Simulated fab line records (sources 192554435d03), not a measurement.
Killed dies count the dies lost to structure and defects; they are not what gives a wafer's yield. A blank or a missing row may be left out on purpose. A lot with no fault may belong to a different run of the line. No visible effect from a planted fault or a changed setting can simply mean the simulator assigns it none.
Matching of chambers | flow n5Finfet | N5_BEOL_M6_ETCH_62 on rieDiel-06 has 4 sister chambers
The step etches SOC in N2/H2, target depth 110 nm, overetch 22 nm, time 165 s. 18 wafers are shown with their chamber, then 9 later ones without.

EACH WAFER AND ITS CHAMBER
wafer  | chamber | showerheadPlenumPTorr (Torr) | throttleValvePct (%) | drypumpMotorCurrentA (A)
L075.3 | 2       | 2.43                         | 17.65                | 6.0
L075.4 | 1       | 2.65                         | 18.21                | 5.7
L075.5 | 2       | 2.43                         | 17.64                | 6.0
L080.1 | 0       | 2.45                         | 17.55                | 6.9
L080.3 | 3       | 2.57                         | 18.05                | 4.9
L080.6 | 2       | 2.43                         | 17.67                | 5.9
L078.1 | 0       | 2.45                         | 17.53                | 6.9
L078.3 | 2       | 2.43                         | 17.67                | 6.0
L078.6 | 0       | 2.45                         | 17.53                | 6.9
L081.1 | 2       | 2.43                         | 17.66                | 5.9
L081.4 | 3       | 2.57                         | 18.05                | 4.9
L081.6 | 2       | 2.43                         | 17.67                | 5.9
L083.1 | 0       | 2.45                         | 17.55                | 6.8
L083.2 | 2       | 2.43                         | 17.66                | 6.0
L083.4 | 1       | 2.65                         | 18.24                | 5.7
L084.3 | 3       | 2.56                         | 18.06                | 5.0
L084.5 | 3       | 2.56                         | 18.06                | 4.9
L084.6 | 0       | 2.45                         | 17.55                | 6.9

SIGNATURES, as means of the wafers listed above
reading               | chamber 0 | chamber 1 | chamber 2 | chamber 3 | scatter within a chamber
showerheadPlenumPTorr | 2.4500    | 2.6500    | 2.4300    | 2.5650    | 0.00267
throttleValvePct      | 17.5420   | 18.2250   | 17.6600   | 18.0550   | 0.0114
drypumpMotorCurrentA  | 6.880     | 5.700     | 5.957     | 4.925     | 0.0483
Rule: a wafer's distance from a chamber is the root of the sum, over the readings, of the square of ((its reading less the chamber's mean) divided by the reading's scatter). If the next closest chamber is less than 2 further off than the closest, the wafer can't be placed; otherwise it belongs to the closest. The scatter: take each reading less its chamber's mean, square it, sum over the shown wafers, divide by the number of wafers less the number of chambers, and take the root.

WAFERS MISSING THEIR CHAMBER
wafer  | showerheadPlenumPTorr (Torr) | throttleValvePct (%) | drypumpMotorCurrentA (A)
L090.1 | 2.42                         | 17.69                | 6.0
L090.3 | 2.44                         | 17.58                | 6.9
L090.6 | 2.42                         | 17.68                | 6.0
L094.2 | 2.64                         | 18.28                | 5.7
L094.3 | 2.55                         | 18.10                | 4.9
L094.4 | 2.44                         | 17.59                | 6.8
L095.1 | 2.44                         | 17.60                | 6.8
L095.3 | 2.55                         | 18.10                | 4.9
L095.4 | 2.42                         | 17.70                | 6.0

WHICH CHAMBER EACH ONE RAN IN
wafer  | from the rows above | in truth
L090.1 | 2                   | 2
L090.3 | 0                   | 0
L090.6 | 2                   | 2
L094.2 | 1                   | 1
L094.3 | 3                   | 3
L094.4 | 0                   | 0
L095.1 | 0                   | 0
L095.3 | 3                   | 3
L095.4 | 2                   | 2
Correctly placed: 9 of 9. From these rows, 0 cannot be placed. Wrongly placed: 0.
